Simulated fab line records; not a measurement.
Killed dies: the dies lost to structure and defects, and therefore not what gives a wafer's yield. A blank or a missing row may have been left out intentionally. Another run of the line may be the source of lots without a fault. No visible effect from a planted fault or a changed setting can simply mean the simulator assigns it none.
Lot-split experiment	flow n5_finfet	on a route of 1938 steps: 7 lots, 39 wafers read

## ON THE SPLIT
At N5_FIN_SAQP_PECVD_06 (deposits a-Si from SiH4/He, target thk 60 nm, time 48.1 s), the setting time_s was moved away from the recipe's 48.1 s on 12 of the 39 wafers read, by -57.9% to +52.7%. All remaining wafers had this setting at the recipe value.

## FROM THE SPLIT TO THE READING: what the file shows between them, 5 steps
- N5_FIN_SAQP_THK_MEAS_07
- N5_FIN_SAQP_HM_DEP_72: deposits SiO2 from SiH4/N2O, target thk 12 nm, time 7.2 s
- N5_FIN_SAQP_COAT_49: time 60 s, resist thk 100 nm
- N5_FIN_SAQP_HM_OPEN_73: chemistry CHF3/O2, target SiO2, stops on a-Si, target depth 12 nm, time 16.8 s
- N5_FIN_SAQP_STRIP_74: strips in CHF3/O2

## THE READING
oes_product_au, in a.u., at N5_FIN_SAQP_MANDREL_ETCH_22 (etches a-Si in HBr/Cl2, stops on SiNx, target depth 60 nm, bt time 10 s, time 30 s). Typical for fault-free wafers on this fab line: 0.760 a.u., with standard deviation 0.017 a.u.

wafer	tool, chamber at the split	time_s as run, s	against the recipe	oes_product_au, a.u.	against lot-mates on the recipe
L076.1	pecvd-01, 2	20.23	-57.9%	0.483	-0.286
L076.2	pecvd-01, 1	20.23	-57.9%	0.504	-0.265
L076.3	pecvd-01, 0	20.23	-57.9%	0.492	-0.277
L076.4	pecvd-01, 1	48.1	recipe	0.791	-
L076.5	pecvd-01, 2	48.1	recipe	0.745	-
L076.6	pecvd-01, 0	48.1	recipe	0.770	-
L080.1	pecvd-02, 1	48.1	recipe	0.789	-
L080.2	pecvd-02, 2	48.1	recipe	0.749	-
L080.3	pecvd-02, 0	48.1	recipe	0.761	-
L080.4	pecvd-02, 1	48.1	recipe	0.782	-
L080.5	pecvd-02, 0	48.1	recipe	0.797	-
L080.6	pecvd-02, 2	48.1	recipe	0.754	-
L087.1	pecvd-01, 2	48.1	recipe	0.762	-
L087.2	pecvd-01, 0	73.47	+52.7%	1.027	+0.268
L087.3	pecvd-01, 1	48.1	recipe	0.762	-
L087.4	pecvd-01, 1	73.47	+52.7%	0.961	+0.202
L087.5	pecvd-01, 2	73.47	+52.7%	1.004	+0.245
L087.6	pecvd-01, 0	48.1	recipe	0.754	-
L090.1	pecvd-04, 1	48.1	recipe	0.769	-
L090.2	pecvd-04, 0	66.54	+38.3%	0.924	+0.164
L090.3	pecvd-04, 2	48.1	recipe	0.743	-
L090.4	pecvd-04, 0	66.54	+38.3%	0.920	+0.160
L090.5	pecvd-04, 1	66.54	+38.3%	0.937	+0.177
L090.6	pecvd-04, 2	48.1	recipe	0.767	-
L091.1	pecvd-01, 2	48.1	recipe	0.747	-
L091.2	pecvd-01, 0	67.7	+40.7%	0.936	+0.183
L091.3	pecvd-01, 1	48.1	recipe	0.763	-
L091.4	pecvd-01, 1	67.7	+40.7%	0.954	+0.201
L091.5	pecvd-01, 2	48.1	recipe	0.749	-
L091.6	pecvd-01, 0	67.7	+40.7%	0.948	+0.195
L094.1	pecvd-04, 0	48.1	recipe	0.756	-
L094.2	pecvd-04, 2	48.1	recipe	0.743	-
L094.3	pecvd-04, 1	48.1	recipe	0.748	-
L094.4	pecvd-04, 0	48.1	recipe	0.756	-
L094.5	pecvd-04, 2	48.1	recipe	0.780	-
L094.6	pecvd-04, 1	48.1	recipe	0.757	-
L097.3	pecvd-02, 2	48.1	recipe	0.761	-
L097.5	pecvd-02, 0	48.1	recipe	0.791	-
L097.6	pecvd-02, 1	48.1	recipe	0.750	-

FIT RESULTS
A straight line over all 39 wafers: oes_product_au changes by +0.00452 a.u. for each +1% of time_s; r = +0.99; the points scatter about the line by 0.016 a.u.
The same after taking each lot's own level away (the mean of its wafers on the recipe; 39 wafers): +0.00463 a.u. for each +1%; r = +0.99; scatter 0.015 a.u.
The reading moves by 0.27 a.u. for the largest change in time_s, on that fit.
The span of the lots' own levels, 0.7530 to 0.7720 a.u., comes to 1.1 times the standard deviation stated above.
Consequently the slope shifts little with the lot-to-lot level, the two slopes agreeing.
Check: for one of the wafers moved furthest among these (-57.9%), held out of the fit, the line's prediction against its lot-mates is -0.266 a.u. It came out at -0.286 a.u. against them.

## THE WHOLE CHAIN: every reading that the file lists as answering this split, in the file's order
step	what it does	reading	change (the file's fit)	r (the file's)
N5_FIN_SAQP_PECVD_06	deposits a-Si from SiH4/He, target thk 60 nm, time 48.1 s	a-Si_of_FIN_SAQP_PECVD_06.thk_nm (the simulator's own value, which no gauge read)	+0.615 nm for each +1% of the setting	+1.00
N5_FIN_SAQP_THK_MEAS_07		thk_nm	withheld for each +1% of the setting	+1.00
N5_FIN_SAQP_MANDREL_ETCH_22	etches a-Si in HBr/Cl2, stops on SiNx, target depth 60 nm, bt time 10 s, time 30 s	oes_product_au	+0.00462 a.u. for each +1% of the setting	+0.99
N5_FIN_SAQP_MANDREL_ETCH_22	etches a-Si in HBr/Cl2, stops on SiNx, target depth 60 nm, bt time 10 s, time 30 s	etch.depth_nm (the simulator's own value, which no gauge read)	+0.602 nm for each +1% of the setting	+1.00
N5_FIN_SAQP_SPACER1_ETCHBACK_25	etches SiO2 in CHF3/O2, target depth 24.4 nm, time 12.2 s	a-Si_of_FIN_SAQP_PECVD_06.thk_nm (the simulator's own value, which no gauge read)	+0.616 nm for each +1% of the setting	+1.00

## FILE'S OWN FIT
oes_product_au changes by +0.00462 a.u. for each +1% of time_s, r = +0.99.
